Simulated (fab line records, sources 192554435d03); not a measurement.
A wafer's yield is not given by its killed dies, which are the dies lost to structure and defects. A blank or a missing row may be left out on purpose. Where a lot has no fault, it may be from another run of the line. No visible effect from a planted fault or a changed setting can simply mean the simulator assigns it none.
Comparing a struck lot with a sound one ; flow n5-finfet ; 24 out of 1938 route steps
Sound: the wafers L242.3, L242.4, L242.6. Wafers L241.1, L241.2, L241.3 were the ones struck. At the end, the cause is stated.
Per side, at each step with rows, come the tool, then ch with its chambers, and then its first start. Under that, the readings that differ: sound wafers ; struck wafers ; difference of the means ; sigmas: that difference in standard deviations of wafers without a fault.
alike: same words and numbers on both sides, and readings whose means sit less than 2 such deviations apart. not compared: any withheld reading, any reading some wafer has no value for, any bound like >300 that may hide the same value, and any number with overlapping values for which the record gives no deviation.
The two part at a step that has a row with sigmas, a row that says differs or no value, or rows on one side only. When numbers do not overlap yet have no deviation, they are printed without sigmas and do not part them. A reading missing from all wafers of one side parts the sides only when that side holds two or more wafers.

first, 8 steps without rows for these wafers: N5_BEOL_M10_ANNEAL_51 (time 90 s); N5_BEOL_M10_CMP_52 (polishes, stops on SiCOH lowk, t overpolish 7 s, target thk 140 nm); N5_BEOL_M10_PRE_CLEAN_55 (time 15 s); N5_BEOL_M10_DEP_56 (deposits SiCN from 3MS/NH3, target thk 15 nm, time 26.5 s); N5_BEOL_M11_ILD_DEP_00 (deposits SiCOH lowk from DEMS/porogen, target thk 308.51 nm, time 58 s); N5_BEOL_M11_CURE_71 (cures SiCOH lowk, time 240 s); N5_BEOL_M11_PECVD_70 (deposits SiO2 from TEOS/O2, target thk 20 nm, time 22.7 s); N5_BEOL_M11_HM_DEP_02 (deposits TiN, target thk 20 nm).
N5_BEOL_M11_COAT_59: time 60 s, resist thk 100 nm.
  sound on litho-track-04 ch 0, day 11 13:39; struck on litho-track-04 ch 0, day 11 13:52
reading;sound;struck;difference;sigmas
spin-speed-rpm (rpm);1500.2 1500.0 1500.9;1640.1 1639.4 1640.9;+139.8;+99 or more
model.SOC_of_BEOL_M11_COAT_59.thk-nm (nm);100.2 100.2 100.2;96 96 96.4;-4;
  alike: chill-plate-temp-C, heater-power-total-W
then, 9 steps without rows for these wafers: N5_BEOL_M11_COAT_60 (time 60 s, resist thk 30 nm); N5_BEOL_M11_COAT_05 (resist thk 90 nm); N5_BEOL_M11_EBR_07; N5_BEOL_M11_SOFTBAKE_06 (time 60 s); N5_BEOL_M11_EXPOSE_08 (exposes mask M11); N5_BEOL_M11_PEB_09 (peb time 60 s); N5_BEOL_M11_DEVELOP_10 (develop time 30 s); N5_BEOL_M11_DESCUM_16 (chemistry O2, time 7.9 s); N5_BEOL_M11_ETCH_61 (etches SiARC in CF4, target depth 39 nm, time 65 s).
N5_BEOL_M11_ETCH_62: etches SOC in N2/H2, target depth 110 nm, overetch 22 nm, time 165 s.
  sound on rie-diel-04 ch 1,2, day 11 14:04; struck on rie-diel-02 ch 0,1,3, day 11 14:25
reading;sound;struck;difference;sigmas
model.etch.depth-nm (nm);100.2 100.3 100.2;96.01 96.05 96.36;-4.09;
  alike: chamber-pressure-mTorr, drypump-motor-current-A, oes-product-au, rf-fwd-power-W, rf-vpp-V, showerhead-plenum-p-Torr, throttle-valve-pct
  not compared: rf-hours-counter-h
then, 2 steps without rows for these wafers: N5_BEOL_M11_STRIP_68 (strips in N2/H2); N5_BEOL_M11_STRIP_67 (strips in CF4).
N5_BEOL_M11_HM_OPEN_17: chemistry Cl2/BCl3, target TiN, target depth 20 nm, overetch 6 nm.
  sound on rie-metal-01 ch 0,1, day 11 14:17; struck on rie-metal-02 ch 0,1, day 11 14:36
reading;sound;struck;difference;sigmas
chamber-pressure-mTorr (mTorr);10.009 10.014 10.002;10.122 9.993 10.001;+0.030;+2
model.SOC_of_BEOL_M11_COAT_59.thk-nm (nm);92.4 92.6 92.6;88.2 87.4 88.6;-4.5;
  alike: bcl3-flow-sccm, drypump-motor-current-A, mfc-ar-sccm, oes-product-au, rf-fwd-power-W, throttle-valve-pct
  not compared: rf-hours-counter-h
then, 2 steps without rows for these wafers: N5_BEOL_M11_STRIP_19 (strips in O2); N5_PASSIVATION_PROBE_49.

## WHERE THEY PART
At N5_BEOL_M11_COAT_59 first; at N5_BEOL_M11_HM_OPEN_17 last (within this record only).

WHY: what the simulator had put in
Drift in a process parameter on litho-track-04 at N5_BEOL_M11_COAT_59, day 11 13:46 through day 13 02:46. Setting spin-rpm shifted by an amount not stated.
